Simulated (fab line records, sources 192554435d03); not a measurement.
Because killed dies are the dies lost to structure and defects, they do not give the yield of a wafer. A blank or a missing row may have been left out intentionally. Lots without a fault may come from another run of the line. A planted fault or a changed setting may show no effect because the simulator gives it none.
Which tool was responsible? + flow n5 finfet + 24 lots, 72 wafers sampled, at 4 steps of a route of 1938

## WHAT EACH GAUGE READ, for each wafer
N5_BEOL_M9_CD_MEAS_28 targets a cd of 70 nm. Usual: 70.13 nm for cd nm, sd 0.26.
| lot  | measured     | on        | cd nm (nm)        | flag |
|------|--------------|-----------|-------------------|------|
| L074 | day 9 03:57  | cd sem-02 | 70.10 69.81 70.25 |      |
| L075 | day 9 11:17  | cd sem-02 | 70.14 70.06 69.82 |      |
| L076 | day 9 11:27  | cd sem-03 | 70.04 69.89 70.10 |      |
| L077 | day 10 04:55 | cd sem-02 | 70.01 69.61 70.13 |      |
| L080 | day 10 13:44 | cd sem-01 | 70.38 70.33 70.19 |      |
| L079 | day 10 13:47 | cd sem-03 | 70.17 70.33 70.34 |      |
| L078 | day 10 13:49 | cd sem-01 | 70.40 70.11 70.80 |      |
| L081 | day 11 03:49 | cd sem-01 | 70.08 70.13 69.95 |      |
| L083 | day 11 08:26 | cd sem-02 | 69.84 70.25 69.55 |      |
| L082 | day 11 11:11 | cd sem-02 | 70.32 69.93 70.26 |      |
| L084 | day 11 12:02 | cd sem-03 | 70.00 69.90 69.89 |      |
| L085 | day 12 00:49 | cd sem-03 | 70.26 70.45 70.25 |      |
| L086 | day 12 07:22 | cd sem-03 | 70.32 70.30 70.33 |      |
| L087 | day 12 11:43 | cd sem-01 | 70.08 70.00 70.68 |      |
| L088 | day 12 20:02 | cd sem-02 | 70.32 69.75 70.30 |      |
| L090 | day 12 20:21 | cd sem-03 | 69.76 69.95 69.90 |      |
| L091 | day 13 05:08 | cd sem-02 | 70.00 69.82 70.18 |      |
| L089 | day 13 05:25 | cd sem-03 | 69.96 70.10 70.09 |      |
| L092 | day 13 11:43 | cd sem-02 | 69.95 69.46 69.72 |      |
| L093 | day 13 17:01 | cd sem-01 | 69.89 70.07 70.31 |      |
| L094 | day 13 20:11 | cd sem-01 | 70.57 70.26 70.22 |      |
| L095 | day 14 01:47 | cd sem-03 | 70.63 70.09 70.20 |      |
| L096 | day 14 21:35 | cd sem-03 | 70.13 70.14 70.27 |      |
| L097 | day 15 07:11 | cd sem-01 | 69.81 70.06 70.27 |      |

N5_BEOL_M9_RS_MEAS_57: measures by four-point-probe. Usual: M9_RS 0.153 ohm/sq, standard deviation 0.0033.
| lot  | measured     | on            | M9_RS (ohm/sq)    | flag |
|------|--------------|---------------|-------------------|------|
| L074 | day 9 09:14  | film metro-02 | 0.154 0.152 0.154 |      |
| L075 | day 9 16:26  | film metro-02 | 0.151 0.152 0.156 |      |
| L076 | day 9 16:49  | film metro-02 | 0.149 0.147 0.149 |      |
| L077 | day 10 07:56 | film metro-01 | 0.158 0.160 0.154 |      |
| L080 | day 10 17:08 | film metro-02 | 0.152 0.155 0.152 |      |
| L079 | day 10 17:23 | film metro-01 | 0.156 0.152 0.153 |      |
| L078 | day 10 17:31 | film metro-01 | 0.156 0.153 0.150 |      |
| L081 | day 11 06:37 | film metro-02 | 0.156 0.150 0.156 |      |
| L083 | day 11 12:23 | film metro-01 | 0.145 0.152 0.150 |      |
| L082 | day 11 14:28 | film metro-01 | 0.149 0.152 0.158 |      |
| L084 | day 11 16:39 | film metro-02 | 0.150 0.155 0.158 |      |
| L085 | day 12 04:29 | film metro-02 | 0.159 0.152 0.159 |      |
| L086 | day 12 10:45 | film metro-01 | 0.155 0.148 0.147 |      |
| L087 | day 12 14:27 | film metro-01 | 0.155 0.148 0.145 |      |
| L088 | day 13 00:35 | film metro-01 | 0.154 0.154 0.152 |      |
| L090 | day 13 00:50 | film metro-01 | 0.152 0.160 0.150 |      |
| L091 | day 13 08:23 | film metro-02 | 0.149 0.151 0.157 |      |
| L089 | day 13 08:52 | film metro-01 | 0.154 0.152 0.151 |      |
| L092 | day 13 15:00 | film metro-01 | 0.148 0.156 0.156 |      |
| L093 | day 13 20:21 | film metro-02 | 0.156 0.149 0.158 |      |
| L094 | day 13 23:11 | film metro-01 | 0.156 0.150 0.154 |      |
| L095 | day 14 05:11 | film metro-02 | 0.155 0.150 0.148 |      |
| L096 | day 15 00:41 | film metro-01 | 0.154 0.153 0.153 |      |
| L097 | day 15 10:49 | film metro-01 | 0.145 0.156 0.148 |      |

N5_BEOL_M9_INSPECT_58: inspects for defects (darkfield). Usual: 70 for raw defect count, sd 20.
| lot  | measured     | on                | raw defect count | flag |
|------|--------------|-------------------|------------------|------|
| L074 | day 9 09:15  | defect inspect-02 | 102 69 111       |      |
| L075 | day 9 16:28  | defect inspect-02 | 77 65 91         |      |
| L076 | day 9 16:50  | defect inspect-01 | 53 68 64         |      |
| L077 | day 10 07:57 | defect inspect-01 | 59 42 53         |      |
| L080 | day 10 17:10 | defect inspect-01 | 61 79 68         |      |
| L079 | day 10 17:25 | defect inspect-02 | 86 68 110        |      |
| L078 | day 10 17:32 | defect inspect-01 | 69 57 69         |      |
| L081 | day 11 06:38 | defect inspect-01 | 129 77 96        |      |
| L083 | day 11 12:25 | defect inspect-01 | 57 33 65         |      |
| L082 | day 11 14:30 | defect inspect-02 | 68 47 62         |      |
| L084 | day 11 16:40 | defect inspect-01 | 52 82 72         |      |
| L085 | day 12 04:31 | defect inspect-02 | 60 52 52         |      |
| L086 | day 12 10:46 | defect inspect-01 | 78 102 67        |      |
| L087 | day 12 14:29 | defect inspect-02 | 78 34 68         |      |
| L088 | day 13 00:37 | defect inspect-01 | 41 45 51         |      |
| L090 | day 13 00:52 | defect inspect-01 | 39 52 71         |      |
| L091 | day 13 08:25 | defect inspect-01 | 84 105 55        |      |
| L089 | day 13 08:53 | defect inspect-01 | 61 50 40         |      |
| L092 | day 13 15:01 | defect inspect-01 | 100 66 63        |      |
| L093 | day 13 20:23 | defect inspect-01 | 40 66 33         |      |
| L094 | day 13 23:12 | defect inspect-02 | 98 56 95         |      |
| L095 | day 14 05:13 | defect inspect-02 | 93 91 98         |      |
| L096 | day 15 00:43 | defect inspect-02 | 64 117 68        |      |
| L097 | day 15 10:50 | defect inspect-02 | 111 68 82        |      |

## TOOL THAT RAN EACH LOT (tool first, then ch and the chambers of the sampled wafers, then the start)
| lot  | N5_BEOL_M9_DEP_56               |
|------|---------------------------------|
| L074 | pecvd-03 ch 0,1,2, day 9 09:09  |
| L075 | pecvd-04 ch 0,2, day 9 16:22    |
| L076 | pecvd-01 ch 1,2, day 9 16:43    |
| L077 | pecvd-01 ch 0,2, day 10 07:51   |
| L080 | pecvd-03 ch 0,1,2, day 10 17:03 |
| L079 | pecvd-03 ch 1,2, day 10 17:19   |
| L078 | pecvd-04 ch 0,1,2, day 10 17:26 |
| L081 | pecvd-04 ch 1,2, day 11 06:32   |
| L083 | pecvd-03 ch 0,1,2, day 11 12:20 |
| L082 | pecvd-03 ch 0,1,2, day 11 14:24 |
| L084 | pecvd-01 ch 0,1, day 11 16:34   |
| L085 | pecvd-04 ch 1,2, day 12 04:25   |
| L086 | pecvd-04 ch 0,1,2, day 12 10:40 |
| L087 | pecvd-01 ch 0,2, day 12 14:23   |
| L088 | pecvd-01 ch 0,1,2, day 13 00:31 |
| L090 | pecvd-03 ch 1,2, day 13 00:46   |
| L091 | pecvd-01 ch 0,2, day 13 08:19   |
| L089 | pecvd-04 ch 0,1,2, day 13 08:47 |
| L092 | pecvd-01 ch 0,2, day 13 14:55   |
| L093 | pecvd-04 ch 0,1, day 13 20:17   |
| L094 | pecvd-04 ch 0,2, day 13 23:06   |
| L095 | pecvd-01 ch 1,2, day 14 05:07   |
| L096 | pecvd-03 ch 0,1,2, day 15 00:37 |
| L097 | pecvd-04 ch 0,1,2, day 15 10:44 |
- N5_BEOL_M9_DEP_56: deposits SiCN from 3MS/NH3, target thk 15 nm, time 26.5 s.

## WHAT THE TOOLS THEMSELVES READ (means of the sampled wafers that have a number; where no wafer has one, the mark that the record gives instead)
N5_BEOL_M9_DEP_56. Usual: showerhead plenum p Torr 3.657 Torr, standard deviation 0.011; throttle valve pct 9.3 %, standard deviation 0.72.
| lot  | tool     | showerhead plenum p Torr (Torr) | throttle valve pct (%) | flag |
|------|----------|---------------------------------|------------------------|------|
| L074 | pecvd-03 | 3.652                           | 9.2                    |      |
| L075 | pecvd-04 | 3.647                           | 8.8                    |      |
| L076 | pecvd-01 | 3.660                           | 9.5                    |      |
| L077 | pecvd-01 | 3.664                           | 8.8                    |      |
| L080 | pecvd-03 | 3.658                           | 9.1                    |      |
| L079 | pecvd-03 | 3.650                           | 9.2                    |      |
| L078 | pecvd-04 | 3.648                           | 9.4                    |      |
| L081 | pecvd-04 | 3.665                           | 8.9                    |      |
| L083 | pecvd-03 | 3.657                           | 9.1                    |      |
| L082 | pecvd-03 | 3.650                           | 9.2                    |      |
| L084 | pecvd-01 | 3.664                           | 9.9                    |      |
| L085 | pecvd-04 | 3.664                           | 9.5                    |      |
| L086 | pecvd-04 | 3.647                           | 9.3                    |      |
| L087 | pecvd-01 | 3.668                           | 8.9                    |      |
| L088 | pecvd-01 | 3.662                           | 9.1                    |      |
| L090 | pecvd-03 | 3.661                           | 9.0                    |      |
| L091 | pecvd-01 | 3.662                           | 8.6                    |      |
| L089 | pecvd-04 | 3.651                           | 9.4                    |      |
| L092 | pecvd-01 | 3.665                           | 8.7                    |      |
| L093 | pecvd-04 | 3.657                           | 10.3                   |      |
| L094 | pecvd-04 | 3.650                           | 8.7                    |      |
| L095 | pecvd-01 | 3.655                           | 9.5                    |      |
| L096 | pecvd-03 | 3.661                           | 9.2                    |      |
| L097 | pecvd-04 | 3.657                           | 9.4                    |      |

## THE ANSWER, worked out from the rows above alone
Rule: take the mean of a lot's wafers that have a number; if it is more than 3 standard deviations from the usual mean, the lot is off. Also off: a lot with no number at a reading for which 4 or more lots have one. The other lots that the step has rows for count as sound. Order of review: gauges by route order, followed by the tools' own readings, for which a lot's mean as printed above is used. At the first step where some lot is off, the reading lying furthest off is the one used; lots without a number count as furthest.
Nothing can be told from this: no lot is off at any reading shown.

## WHAT THE SIMULATOR PUT IN
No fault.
